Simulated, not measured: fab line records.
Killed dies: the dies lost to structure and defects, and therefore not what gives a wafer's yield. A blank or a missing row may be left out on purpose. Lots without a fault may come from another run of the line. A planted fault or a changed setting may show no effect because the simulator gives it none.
Chamber matching | flow n5 finfet | 4 sister chambers for N5_DUMMY_GATE_STRIP_48 on rie diel-01
The step strips in N2/H2, time 20 s. 8 wafers are shown with their chamber, then 9 later ones without.

== EACH WAFER AND ITS CHAMBER ==
wafer  | chamber | drypump motor current A (A) | showerhead plenum p Torr (Torr)
L077.5 | 2       | 5.9                         | 3.36
L087.5 | 0       | 5.3                         | 3.42
L085.1 | 0       | 5.3                         | 3.42
L085.3 | 1       | 5.5                         | 3.51
L085.4 | 3       | 5.2                         | 3.34
L091.1 | 3       | 5.2                         | 3.34
L091.2 | 2       | 5.9                         | 3.35
L091.6 | 1       | 5.6                         | 3.50

== WAFERS MISSING THEIR CHAMBER ==
wafer  | drypump motor current A (A) | showerhead plenum p Torr (Torr)
L094.2 | 5.6                         | 3.50
L094.3 | 5.2                         | 3.34
L094.5 | 5.8                         | 3.34
L095.4 | 5.2                         | 3.34
L095.5 | 5.9                         | 3.34
L095.6 | 5.2                         | 3.34
L096.4 | 5.3                         | 3.41
L096.5 | 5.9                         | 3.34
L096.6 | 5.5                         | 3.50

== THE CHAMBER EACH PASSED THROUGH ==
wafer  | from the rows above | in truth
L094.2 | 1                   | 1
L094.3 | 3                   | 3
L094.5 | 2                   | 2
L095.4 | 3                   | 3
L095.5 | 2                   | 2
L095.6 | 3                   | 3
L096.4 | 0                   | 0
L096.5 | 2                   | 2
L096.6 | 1                   | 1
Placed correctly: 9 of 9. Not placeable from these rows: 0. Wrongly placed: 0.
How it was worked out, from the rows above alone: a wafer's distance from a chamber is the root of the sum, over the readings, of the square of ((its reading less the chamber's mean) divided by the reading's scatter). The wafer belongs to the nearest chamber; if the next one is less than 2 further off, it can't be placed. For every chamber, the mean is computed from those of its wafers that are shown. The scatter: the root of (the sum of the squares of (reading less its chamber's mean) over the shown wafers, divided by (wafers less chambers)).
